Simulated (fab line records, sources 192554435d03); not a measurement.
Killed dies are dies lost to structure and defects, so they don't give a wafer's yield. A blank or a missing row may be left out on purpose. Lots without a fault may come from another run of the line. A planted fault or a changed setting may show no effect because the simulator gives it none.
Split-lot experiment | flow n5_finfet | 7 lots, 21 wafers read, on a route of 1938 steps

THE SPLIT
At N5_SDB_COAT_03 (time 60 s, resist thk 100 nm), the setting spin_rpm was moved away from the recipe's 1500 rpm on 5 of the 21 wafers read, by -6.8% to +5.5%. The other wafers ran this setting at the recipe's value.

FROM THE SPLIT TO THE READING: what the file shows between them, 7 steps
- N5_SDB_COAT_04: time 60 s, resist thk 18 nm
- N5_SDB_COAT_05: resist thk 90 nm
- N5_SDB_DESCUM_16: chemistry O2, time 7.9 s
- N5_SDB_ETCH_17: etches SiARC in CF4, target depth 23.4 nm, time 39 s
- N5_SDB_ETCH_18: etches SOC in N2/H2, target depth 100 nm, overetch 20 nm, time 150 s
- N5_SDB_STRIP_19: strips in N2/H2
- N5_SDB_STRIP_21: strips in CF4

THE READING
SOC_of_SDB_COAT_03.thk_nm (the simulator's own value, which no gauge read), in nm, at N5_SDB_HM_OPEN_20 (chemistry CH3F/O2, target SiNx, stops on poly-Si, target depth 24 nm). The file gives no usual value for it. The 16 wafers here that ran the recipe average 84.1 nm, standard deviation 0.49 nm.

wafer  | tool, chamber at the split | spin_rpm as run, rpm | against the recipe | SOC_of_SDB_COAT_03.thk_nm, nm | against lot-mates on the recipe
L075.2 | litho_track-01, 0          | 1500                 | recipe             | 83.4                          | -
L075.3 | litho_track-01, 0          | 1500                 | recipe             | 83.6                          | -
L075.5 | litho_track-01, 0          | 1500                 | recipe             | 83.6                          | -
L083.1 | litho_track-02, 0          | 1500                 | recipe             | 84.4                          | -
L083.2 | litho_track-02, 0          | 1500                 | recipe             | 84.8                          | -
L083.5 | litho_track-02, 0          | 1500                 | recipe             | 84.2                          | -
L087.2 | litho_track-01, 0          | 1398                 | -6.8%              | 87.4                          | +3.4
L087.5 | litho_track-01, 0          | 1500                 | recipe             | 84                            | -
L087.6 | litho_track-01, 0          | 1398                 | -6.8%              | 87.8                          | +3.8
L089.2 | litho_track-03, 0          | 1500                 | recipe             | 84.8                          | -
L089.5 | litho_track-03, 0          | 1500                 | recipe             | 84.8                          | -
L089.6 | litho_track-03, 0          | 1500                 | recipe             | 83.8                          | -
L093.1 | litho_track-03, 0          | 1582                 | +5.5%              | 81.8                          | -2.8
L093.2 | litho_track-03, 0          | 1500                 | recipe             | 84.6                          | -
L093.5 | litho_track-03, 0          | 1582                 | +5.5%              | 82                            | -2.6
L094.1 | litho_track-02, 0          | 1500                 | recipe             | 84                            | -
L094.3 | litho_track-02, 0          | 1500                 | recipe             | 84.6                          | -
L094.4 | litho_track-02, 0          | 1500                 | recipe             | 83.4                          | -
L095.4 | litho_track-03, 0          | 1500                 | recipe             | 83.8                          | -
L095.6 | litho_track-03, 0          | 1500                 | recipe             | 83.8                          | -
L095.5 | litho_track-03, 0          | 1434                 | -4.4%              | 86.4                          | +2.6

THE FIT
A straight line over all 21 wafers: SOC_of_SDB_COAT_03.thk_nm changes by -0.473 nm for each +1% of spin_rpm; r = -0.95; the points scatter about the line by 0.48 nm.
The same after taking each lot's own level away (the mean of its wafers on the recipe; 21 wafers): -0.523 nm for each +1%; r = -0.98; scatter 0.31 nm.
On that fit, the largest move of spin_rpm shifts the reading by 3.6 nm.
The lots' own levels span 83.53 to 84.60 nm, that is 2.2 times the standard deviation above.
So the lot-to-lot level changes the slope little: the two slopes agree.
Check: with one of the wafers moved furthest among these (-6.8%) left out of the fit, the line predicts +3.67 nm for it against its lot-mates. It came out at +3.4 nm against them.

THE WHOLE CHAIN: every reading that the file lists as answering this split, in the file's order
step              | what it does                                                         | reading                                                                    | change (the file's fit)               | r (the file's)
N5_SDB_COAT_03    | time 60 s, resist thk 100 nm                                         | SOC_of_SDB_COAT_03.thk_nm (the simulator's own value, which no gauge read) | -0.503 nm for each +1% of the setting | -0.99
N5_SDB_ETCH_18    | etches SOC in N2/H2, target depth 100 nm, overetch 20 nm, time 150 s | etch.depth_nm (the simulator's own value, which no gauge read)             | -0.5 nm for each +1% of the setting   | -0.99
N5_SDB_HM_OPEN_20 | chemistry CH3F/O2, target SiNx, stops on poly-Si, target depth 24 nm | SOC_of_SDB_COAT_03.thk_nm (the simulator's own value, which no gauge read) | -0.531 nm for each +1% of the setting | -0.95
N5_SDB_STRIP_22   | strips in N2/H2                                                      | strip_time_to_endpoint_s                                                   | withheld for each +1% of the setting  | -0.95

THE FILE'S OWN FIT
SOC_of_SDB_COAT_03.thk_nm changes by -0.531 nm for each +1% of spin_rpm, r = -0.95.
